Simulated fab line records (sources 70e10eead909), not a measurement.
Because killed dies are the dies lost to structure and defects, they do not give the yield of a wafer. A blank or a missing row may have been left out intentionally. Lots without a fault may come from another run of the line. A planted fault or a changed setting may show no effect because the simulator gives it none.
Struck lot and sound lot, side by side + flow nand harc + 14 steps out of a route of 1159
Sound: wafers L285.2, L285.3, L285.5. The struck wafers were L278.1, L278.2, L278.6. The cause is given at the end.
For every step that has rows: the tool of each side, followed by ch and its chambers, followed by its first start. Under that, the readings that differ: sound wafers + struck wafers + difference of the means + sigmas: that difference in standard deviations of wafers without a fault.
alike: a reading whose means differ by less than 2 such deviations, as well as words and numbers matching on both sides. not compared: withheld readings; readings where some wafer has no value; bounds like >300 that might hide an equal value; numbers whose values overlap and for which the record gives no deviation.
The two part at a step that has a row with sigmas, a row that says differs or no value, or rows on one side only. Numbers that don't overlap but have no deviation are shown without sigmas and don't part them. Lack of a reading on every wafer of one side parts them only where that side has two or more wafers.

first, 7 steps without rows for these wafers: NHARC_P_STI_SRD_35; NHARC_P_STI_ETCH_36 (etches SiO2 in dHF, target depth 38.8 nm); NHARC_P_STI_STRIP_24 (strips Si3N4 in H3PO4); NHARC_P_STI_ETCH_37 (etches SiO2 in dHF, target depth 11 nm); NHARC_P_STI_PRECLEAN_38 (cleans in SC1); NHARC_P_STI_SRD_39; NHARC_P_STI_OXIDE_40 (material SiO2, target thk 10 nm, ox time 1362 s).
NHARC_P_STI_INSPECT_25:
  struck on defect inspect-01, day 5 19:30; sound on defect inspect-02, day 7 11:52
  alike: raw defect count
then, 3 steps without rows for these wafers: NHARC_P_GATE_ETCH_69 (etches SiO2 in dHF, target depth 14 nm); NHARC_P_GATE_PRECLEAN_70 (cleans in SC1); NHARC_P_GATE_SRD_01.
NHARC_P_GATE_OXIDE_02: material SiO2, target thk 37.5 nm, ox time 365 s.
  sound on furnace-06 ch 0, day 7 14:55; struck on furnace-06 ch 0, day 6 03:11
  alike: ox temp c, spike tc bottom C, tube center temp C, zone power upper pct
then, 1 step without rows for these wafers: NHARC_P_GATE_DEHYDRATE_03 (time 120 s).
-- record jumps: 16 days between struck wafers' starts before vs after; left off in module P_GATE, resumes in module END, first step shown is number 1159 of the route --
NHARC_END_SORT_01:
  only the struck wafers appear in the record here, on prober-02 ch 0 at day 21 16:30; the sound ones have no rows

## WHERE THEY PART
At NHARC_END_SORT_01 and nowhere else, as far as this record goes.

WHY: what had been put in by the simulator
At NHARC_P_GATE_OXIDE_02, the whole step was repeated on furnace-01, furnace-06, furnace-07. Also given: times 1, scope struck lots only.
